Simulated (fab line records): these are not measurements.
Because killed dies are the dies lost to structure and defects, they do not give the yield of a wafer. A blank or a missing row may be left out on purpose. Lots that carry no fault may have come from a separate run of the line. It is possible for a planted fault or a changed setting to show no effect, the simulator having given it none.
What tool caused it? + flow n5 finfet + 24 lots, 72 wafers sampled, at 6 steps of a route of 1938

WHAT THE GAUGES SHOWED, per wafer
Not one reading of a measure or inspect step in the record can be checked against a usual standard deviation.

WHAT TOOL EACH LOT RAN ON (gives the tool, then ch and the chambers of the sampled wafers, and finally the start)
| lot  | N5_BEOL_M0_ANNEAL_135        | N5_BEOL_M0_CO_CAP_123            | N5_BEOL_M1_ETCH_74                 | N5_BEOL_M1_PRE_CLEAN_45      | N5_BEOL_M1_SPUTTER_79        | N5_BEOL_M1_ANNEAL_91         |
|------|------------------------------|----------------------------------|------------------------------------|------------------------------|------------------------------|------------------------------|
| L075 | pvd sputter-03, day 6 04:25  | cvd co-02 ch 0,1, day 6 05:21    | rie diel-06 ch 0,3, day 6 08:50    | pvd sputter-01, day 7 07:37  | pvd sputter-01, day 7 09:16  | pvd sputter-01, day 7 10:13  |
| L074 | pvd sputter-01, day 6 04:28  | cvd co-01 ch 0,1,2, day 6 05:23  | rie diel-01 ch 0,2,3, day 6 08:59  | pvd sputter-03, day 7 08:02  | pvd sputter-03, day 7 10:44  | pvd sputter-03, day 7 11:42  |
| L077 | pvd sputter-02, day 6 20:48  | cvd co-01 ch 0,1, day 6 22:57    | rie diel-03 ch 0,1,2, day 7 00:23  | pvd sputter-01, day 7 11:50  | pvd sputter-01, day 7 13:01  | pvd sputter-01, day 7 13:59  |
| L078 | pvd sputter-01, day 7 02:26  | cvd co-01 ch 0,1, day 7 03:31    | rie diel-01 ch 1,2, day 7 05:02    | pvd sputter-02, day 7 12:25  | pvd sputter-03, day 7 13:32  | pvd sputter-03, day 7 14:30  |
| L079 | pvd sputter-01, day 7 05:05  | cvd co-01 ch 0,1,2, day 7 05:59  | rie diel-01 ch 1,2, day 7 07:48    | pvd sputter-03, day 8 00:34  | pvd sputter-03, day 8 01:39  | pvd sputter-03, day 8 02:37  |
| L076 | pvd sputter-03, day 7 06:50  | cvd co-01 ch 0,1, day 7 07:47    | rie diel-03 ch 0,1,3, day 7 08:49  | pvd sputter-02, day 8 04:16  | pvd sputter-02, day 8 05:14  | pvd sputter-02, day 8 06:11  |
| L080 | pvd sputter-01, day 7 15:07  | cvd co-02 ch 0,2, day 7 16:01    | rie diel-03 ch 0,1,2, day 7 18:28  | pvd sputter-01, day 8 08:14  | pvd sputter-03, day 8 09:23  | pvd sputter-03, day 8 10:21  |
| L081 | pvd sputter-01, day 7 21:23  | cvd co-02 ch 0,1, day 7 22:20    | rie diel-03 ch 0,3, day 8 01:03    | pvd sputter-02, day 8 08:40  | pvd sputter-03, day 8 11:14  | pvd sputter-03, day 8 12:11  |
| L082 | pvd sputter-03, day 8 03:38  | cvd co-02 ch 0,2, day 8 05:16    | rie diel-01 ch 0,2,3, day 8 08:02  | pvd sputter-02, day 8 16:41  | pvd sputter-02, day 8 17:41  | pvd sputter-02, day 8 18:39  |
| L083 | pvd sputter-02, day 8 04:51  | cvd co-02 ch 0,1,2, day 8 05:57  | rie diel-01 ch 1,2,3, day 8 08:16  | pvd sputter-03, day 8 16:42  | pvd sputter-01, day 8 19:06  | pvd sputter-01, day 8 20:04  |
| L084 | pvd sputter-01, day 8 09:17  | cvd co-02 ch 0,1,2, day 8 10:28  | rie diel-03 ch 0,1,3, day 8 12:41  | pvd sputter-02, day 8 20:57  | pvd sputter-01, day 8 23:32  | pvd sputter-01, day 9 00:30  |
| L085 | pvd sputter-02, day 8 19:52  | cvd co-01 ch 0,1,2, day 8 20:49  | rie diel-03 ch 0,2,3, day 9 00:32  | pvd sputter-03, day 9 04:38  | pvd sputter-01, day 9 05:30  | pvd sputter-01, day 9 06:28  |
| L086 | pvd sputter-03, day 9 04:23  | cvd co-02 ch 0,2, day 9 05:18    | rie diel-01 ch 1,2, day 9 07:22    | pvd sputter-02, day 9 10:26  | pvd sputter-03, day 9 11:14  | pvd sputter-03, day 9 12:11  |
| L087 | pvd sputter-02, day 9 10:11  | cvd co-01 ch 0,1,2, day 9 11:22  | rie diel-06 ch 1,2, day 9 13:55    | pvd sputter-02, day 9 17:56  | pvd sputter-02, day 9 22:25  | pvd sputter-02, day 9 23:23  |
| L088 | pvd sputter-03, day 9 13:52  | cvd co-01 ch 1,2, day 9 14:46    | rie diel-06 ch 0,1,3, day 9 16:07  | pvd sputter-03, day 9 22:34  | pvd sputter-01, day 9 23:27  | pvd sputter-01, day 10 00:25 |
| L089 | pvd sputter-02, day 9 16:46  | cvd co-02 ch 0,1,2, day 9 17:40  | rie diel-01 ch 1,2, day 9 22:32    | pvd sputter-03, day 10 07:08 | pvd sputter-02, day 10 08:34 | pvd sputter-02, day 10 09:32 |
| L090 | pvd sputter-03, day 10 01:29 | cvd co-01 ch 1,2, day 10 02:25   | rie diel-06 ch 1,3, day 10 04:02   | pvd sputter-03, day 10 12:33 | pvd sputter-03, day 10 13:17 | pvd sputter-03, day 10 14:14 |
| L091 | pvd sputter-01, day 10 12:11 | cvd co-01 ch 0,1, day 10 13:49   | rie diel-03 ch 0,1,3, day 10 16:31 | pvd sputter-03, day 10 20:30 | pvd sputter-03, day 10 21:24 | pvd sputter-03, day 10 22:22 |
| L092 | pvd sputter-03, day 10 12:23 | cvd co-02 ch 0,1,2, day 10 14:05 | rie diel-03 ch 0,3, day 10 16:47   | pvd sputter-01, day 11 03:43 | pvd sputter-01, day 11 04:34 | pvd sputter-01, day 11 05:32 |
| L093 | pvd sputter-03, day 10 16:28 | cvd co-02 ch 0,1,2, day 10 17:23 | rie diel-01 ch 2,3, day 10 20:32   | pvd sputter-01, day 10 23:29 | pvd sputter-01, day 11 01:46 | pvd sputter-01, day 11 02:44 |
| L094 | pvd sputter-02, day 11 02:12 | cvd co-02 ch 0,2, day 11 03:06   | rie diel-06 ch 2,3, day 11 04:27   | pvd sputter-03, day 11 08:52 | pvd sputter-01, day 11 09:53 | pvd sputter-01, day 11 10:51 |
| L095 | pvd sputter-02, day 11 08:02 | cvd co-01 ch 1,2, day 11 09:10   | rie diel-01 ch 1,2, day 11 12:03   | pvd sputter-02, day 11 17:38 | pvd sputter-02, day 11 18:40 | pvd sputter-02, day 11 19:38 |
| L096 | pvd sputter-01, day 11 08:28 | cvd co-02 ch 0,2, day 11 10:09   | rie diel-01 ch 0,3, day 11 12:47   | pvd sputter-01, day 11 17:30 | pvd sputter-01, day 11 18:38 | pvd sputter-01, day 11 19:36 |
| L097 | pvd sputter-02, day 11 17:08 | cvd co-01 ch 0,1,2, day 11 18:32 | rie diel-03 ch 0,1, day 11 20:58   | pvd sputter-02, day 12 02:16 | pvd sputter-02, day 12 03:13 | pvd sputter-02, day 12 04:11 |
- N5_BEOL_M0_ANNEAL_135: time 60 s.
- N5_BEOL_M0_CO_CAP_123: material Co, precursor CCTBA/H2, target thk 2 nm, time 102.1 s.
- N5_BEOL_M1_ETCH_74: etches underlayer in N2/H2, target depth 6.5 nm, time 5.2 s.
- N5_BEOL_M1_PRE_CLEAN_45: time 30 s.
- N5_BEOL_M1_SPUTTER_79: material Cu, target thk 4.5 nm, time 8.29 s.
- N5_BEOL_M1_ANNEAL_91: time 240 s.

AS READ BY THE TOOLS THEMSELVES (means over the sampled wafers that have a number; for cases with no such wafer, the mark the record gives instead)
N5_BEOL_M0_ANNEAL_135.
| lot  | tool           | heater power w (W) | susceptor_temp_C_max |
|------|----------------|--------------------|----------------------|
| L075 | pvd sputter-03 | 759                | 401.2                |
| L074 | pvd sputter-01 | 850                | 400.9                |
| L077 | pvd sputter-02 | 898                | 400.8                |
| L078 | pvd sputter-01 | 804                | 400.9                |
| L079 | pvd sputter-01 | 815                | 400.9                |
| L076 | pvd sputter-03 | 843                | 401.4                |
| L080 | pvd sputter-01 | 776                | 400.8                |
| L081 | pvd sputter-01 | 768                | 400.7                |
| L082 | pvd sputter-03 | 888                | 400.9                |
| L083 | pvd sputter-02 | 891                | 401.0                |
| L084 | pvd sputter-01 | 855                | 401.1                |
| L085 | pvd sputter-02 | 856                | 401.2                |
| L086 | pvd sputter-03 | 769                | 401.0                |
| L087 | pvd sputter-02 | 886                | 400.8                |
| L088 | pvd sputter-03 | 880                | 401.2                |
| L089 | pvd sputter-02 | 887                | 401.0                |
| L090 | pvd sputter-03 | 792                | 400.6                |
| L091 | pvd sputter-01 | 798                | 401.0                |
| L092 | pvd sputter-03 | 883                | 401.1                |
| L093 | pvd sputter-03 | 744                | 400.9                |
| L094 | pvd sputter-02 | 925                | 400.9                |
| L095 | pvd sputter-02 | 899                | 400.7                |
| L096 | pvd sputter-01 | 821                | 400.6                |
| L097 | pvd sputter-02 | 850                | 400.5                |

N5_BEOL_M0_CO_CAP_123.
| lot  | tool      | heater power w (W) |
|------|-----------|--------------------|
| L075 | cvd co-02 | 234                |
| L074 | cvd co-01 | 255                |
| L077 | cvd co-01 | 249                |
| L078 | cvd co-01 | 265                |
| L079 | cvd co-01 | 260                |
| L076 | cvd co-01 | 261                |
| L080 | cvd co-02 | 235                |
| L081 | cvd co-02 | 223                |
| L082 | cvd co-02 | 233                |
| L083 | cvd co-02 | 225                |
| L084 | cvd co-02 | 225                |
| L085 | cvd co-01 | 259                |
| L086 | cvd co-02 | 231                |
| L087 | cvd co-01 | 261                |
| L088 | cvd co-01 | 273                |
| L089 | cvd co-02 | 226                |
| L090 | cvd co-01 | 271                |
| L091 | cvd co-01 | 258                |
| L092 | cvd co-02 | 223                |
| L093 | cvd co-02 | 227                |
| L094 | cvd co-02 | 235                |
| L095 | cvd co-01 | 273                |
| L096 | cvd co-02 | 234                |
| L097 | cvd co-01 | 261                |

N5_BEOL_M1_ETCH_74.
| lot  | tool        | drypump motor current A (A) | etch rf on time s (s) | oes product au (a.u.) | rf vpp V (V) | showerhead plenum p Torr (Torr) | throttle valve pct (%) |
|------|-------------|-----------------------------|-----------------------|-----------------------|--------------|---------------------------------|------------------------|
| L075 | rie diel-06 | 6.2                         | 5.32                  | 0.70                  | 525.3        | 2.56                            | 17.56                  |
| L074 | rie diel-01 | 6.0                         | 5.28                  | 0.68                  | 524.9        | 2.56                            | 17.70                  |
| L077 | rie diel-03 | 5.2                         | 5.03                  | 0.75                  | 524.7        | 2.56                            | 17.87                  |
| L078 | rie diel-01 | 5.9                         | 5.25                  | 0.66                  | 525.6        | 2.59                            | 17.85                  |
| L079 | rie diel-01 | 5.9                         | 5.26                  | 0.65                  | 526.8        | 2.59                            | 17.85                  |
| L076 | rie diel-03 | 5.1                         | 5.14                  | 0.73                  | 524.3        | 2.51                            | 17.93                  |
| L080 | rie diel-03 | 5.2                         | 5.13                  | 0.74                  | 524.1        | 2.55                            | 17.88                  |
| L081 | rie diel-03 | 5.2                         | 5.22                  | 0.75                  | 522.9        | 2.56                            | 17.80                  |
| L082 | rie diel-01 | 6.1                         | 5.33                  | 0.67                  | 525.5        | 2.56                            | 17.71                  |
| L083 | rie diel-01 | 5.9                         | 5.21                  | 0.68                  | 523.9        | 2.52                            | 17.73                  |
| L084 | rie diel-03 | 5.1                         | 5.15                  | 0.72                  | 523.4        | 2.51                            | 17.94                  |
| L085 | rie diel-03 | 5.1                         | 5.20                  | 0.70                  | 523.4        | 2.54                            | 17.87                  |
| L086 | rie diel-01 | 5.8                         | 5.19                  | 0.65                  | 524.9        | 2.58                            | 17.88                  |
| L087 | rie diel-06 | 5.7                         | 5.16                  | 0.69                  | 524.7        | 2.63                            | 17.90                  |
| L088 | rie diel-06 | 5.9                         | 5.26                  | 0.73                  | 524.4        | 2.58                            | 17.69                  |
| L089 | rie diel-01 | 5.9                         | 5.31                  | 0.63                  | 524.8        | 2.58                            | 17.88                  |
| L090 | rie diel-06 | 5.5                         | 5.10                  | 0.74                  | 524.3        | 2.58                            | 17.91                  |
| L091 | rie diel-03 | 5.1                         | 5.13                  | 0.70                  | 522.5        | 2.50                            | 17.97                  |
| L092 | rie diel-03 | 4.9                         | 5.20                  | 0.68                  | 522.8        | 2.49                            | 17.93                  |
| L093 | rie diel-01 | 6.0                         | 5.30                  | 0.68                  | 525.5        | 2.59                            | 17.66                  |
| L094 | rie diel-06 | 5.9                         | 5.31                  | 0.62                  | 525.9        | 2.60                            | 17.83                  |
| L095 | rie diel-01 | 5.9                         | 5.30                  | 0.64                  | 524.5        | 2.58                            | 17.89                  |
| L096 | rie diel-01 | 6.2                         | 5.21                  | 0.68                  | 522.6        | 2.48                            | 17.63                  |
| L097 | rie diel-03 | 5.2                         | 5.17                  | 0.70                  | 522.7        | 2.50                            | 17.99                  |

N5_BEOL_M1_PRE_CLEAN_45.
| lot  | tool           | heater power w (W) |
|------|----------------|--------------------|
| L075 | pvd sputter-01 | 320                |
| L074 | pvd sputter-03 | 317                |
| L077 | pvd sputter-01 | 351                |
| L078 | pvd sputter-02 | 371                |
| L079 | pvd sputter-03 | 318                |
| L076 | pvd sputter-02 | 374                |
| L080 | pvd sputter-01 | 316                |
| L081 | pvd sputter-02 | 338                |
| L082 | pvd sputter-02 | 391                |
| L083 | pvd sputter-03 | 322                |
| L084 | pvd sputter-02 | 338                |
| L085 | pvd sputter-03 | 324                |
| L086 | pvd sputter-02 | 386                |
| L087 | pvd sputter-02 | 327                |
| L088 | pvd sputter-03 | 323                |
| L089 | pvd sputter-03 | 342                |
| L090 | pvd sputter-03 | 346                |
| L091 | pvd sputter-03 | 349                |
| L092 | pvd sputter-01 | 332                |
| L093 | pvd sputter-01 | 324                |
| L094 | pvd sputter-03 | 372                |
| L095 | pvd sputter-02 | 356                |
| L096 | pvd sputter-01 | 320                |
| L097 | pvd sputter-02 | 339                |

N5_BEOL_M1_SPUTTER_79.
| lot  | tool           | throttle valve pct (%) |
|------|----------------|------------------------|
| L075 | pvd sputter-01 | 29.7                   |
| L074 | pvd sputter-03 | 30.0                   |
| L077 | pvd sputter-01 | 28.9                   |
| L078 | pvd sputter-03 | 31.2                   |
| L079 | pvd sputter-03 | 31.1                   |
| L076 | pvd sputter-02 | 30.7                   |
| L080 | pvd sputter-03 | 30.4                   |
| L081 | pvd sputter-03 | 30.5                   |
| L082 | pvd sputter-02 | 30.6                   |
| L083 | pvd sputter-01 | 29.6                   |
| L084 | pvd sputter-01 | 30.3                   |
| L085 | pvd sputter-01 | 29.4                   |
| L086 | pvd sputter-03 | 30.8                   |
| L087 | pvd sputter-02 | 31.1                   |
| L088 | pvd sputter-01 | 30.3                   |
| L089 | pvd sputter-02 | 30.4                   |
| L090 | pvd sputter-03 | 31.4                   |
| L091 | pvd sputter-03 | 31.1                   |
| L092 | pvd sputter-01 | 29.6                   |
| L093 | pvd sputter-01 | 29.6                   |
| L094 | pvd sputter-01 | 30.5                   |
| L095 | pvd sputter-02 | 30.3                   |
| L096 | pvd sputter-01 | 29.6                   |
| L097 | pvd sputter-02 | 30.2                   |

N5_BEOL_M1_ANNEAL_91.
| lot  | tool           | heater power w (W) | susceptor_temp_C_max |
|------|----------------|--------------------|----------------------|
| L075 | pvd sputter-01 | 816                | 400.8                |
| L074 | pvd sputter-03 | 928                | 401.0                |
| L077 | pvd sputter-01 | 855                | 400.7                |
| L078 | pvd sputter-03 | 840                | 401.1                |
| L079 | pvd sputter-03 | 838                | 401.1                |
| L076 | pvd sputter-02 | 906                | 400.9                |
| L080 | pvd sputter-03 | 881                | 401.1                |
| L081 | pvd sputter-03 | 875                | 401.0                |
| L082 | pvd sputter-02 | 909                | 400.9                |
| L083 | pvd sputter-01 | 852                | 400.9                |
| L084 | pvd sputter-01 | 806                | 401.0                |
| L085 | pvd sputter-01 | 840                | 401.2                |
| L086 | pvd sputter-03 | 823                | 400.9                |
| L087 | pvd sputter-02 | 879                | 400.9                |
| L088 | pvd sputter-01 | 810                | 401.0                |
| L089 | pvd sputter-02 | 854                | 400.8                |
| L090 | pvd sputter-03 | 736                | 400.9                |
| L091 | pvd sputter-03 | 827                | 400.9                |
| L092 | pvd sputter-01 | 853                | 401.1                |
| L093 | pvd sputter-01 | 812                | 400.8                |
| L094 | pvd sputter-01 | 824                | 400.8                |
| L095 | pvd sputter-02 | 839                | 401.0                |
| L096 | pvd sputter-01 | 825                | 400.8                |
| L097 | pvd sputter-02 | 927                | 401.0                |

THE ANSWER, worked out from the rows above alone
Rule: the lots themselves supply what counts as usual. Put in order of their means at a reading, lots are off if they are a third of the lots or fewer, leave a main group of 4 or more, and stand apart from it by a gap of 3 or more times the standard deviation of the main group's means; of several such gaps the widest counts. A main group whose means are all the same, to the digits that the tables above print for the reading, isn't used. Also off: a lot with no number at a reading for which 4 or more lots have one. The other lots that the step has rows for count as sound. Order of review: gauges by route order, followed by the tools' own readings, for which a lot's mean as printed above is used. The first step at which some lot is off is used, and at that step the reading that is off furthest; a lot without a number counts as furthest.
None of the lots is off at any reading shown; this tells nothing.

WHAT THE SIMULATOR HAD PUT IN
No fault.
